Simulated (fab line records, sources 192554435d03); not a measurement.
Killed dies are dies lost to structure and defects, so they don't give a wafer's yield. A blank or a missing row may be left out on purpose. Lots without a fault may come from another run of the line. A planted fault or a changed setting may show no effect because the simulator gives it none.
Chamber matching | flow n5_finfet | N5_BEOL_M4_CO_CAP_55 on cvd_co-02: 3 sister chambers
The step material Co, precursor CCTBA/H2, target thk 2 nm, time 102.1 s. 6 wafers are shown with their chamber, then 8 later ones without.

WAFERS WITH THEIR CHAMBER
wafer  | chamber | heater_power_w (W)
L952.1 | 2       | 234
L952.6 | 2       | 242
L958.5 | 1       | 223
L966.3 | 1       | 219
L966.4 | 0       | 242
L965.2 | 0       | 237

WAFERS WITHOUT THEIR CHAMBER
wafer  | heater_power_w (W)
L965.4 | 222
L965.5 | 249
L964.1 | 243
L964.4 | 247
L964.5 | 219
L967.2 | 228
L967.3 | 248
L967.6 | 242

WHICH CHAMBER EACH WENT THROUGH
wafer  | from the rows above          | in truth
L965.4 | 1                            | 1
L965.5 | can't be placed: 0 or 2      | 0
L964.1 | can't be placed: 0 or 2      | 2
L964.4 | can't be placed: 0 or 2      | 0
L964.5 | 1                            | 1
L967.2 | can't be placed: 1 or 2 or 0 | 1
L967.3 | can't be placed: 0 or 2      | 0
L967.6 | can't be placed: 0 or 2      | 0
Placed correctly: 2 of 8. Can't be placed from these rows: 6 (the true chamber is among the candidates in 6). Placed wrongly: 0.
How it was worked out, from the rows above alone: a wafer's distance from a chamber is the root of the sum, over the readings, of the square of ((its reading less the chamber's mean) divided by the reading's scatter). The wafer belongs to the nearest chamber; if the next one is less than 2 further off, it can't be placed. A chamber's mean is the mean of its shown wafers. The scatter: the root of (the sum of the squares of (reading less its chamber's mean) over the shown wafers, divided by (wafers less chambers)).
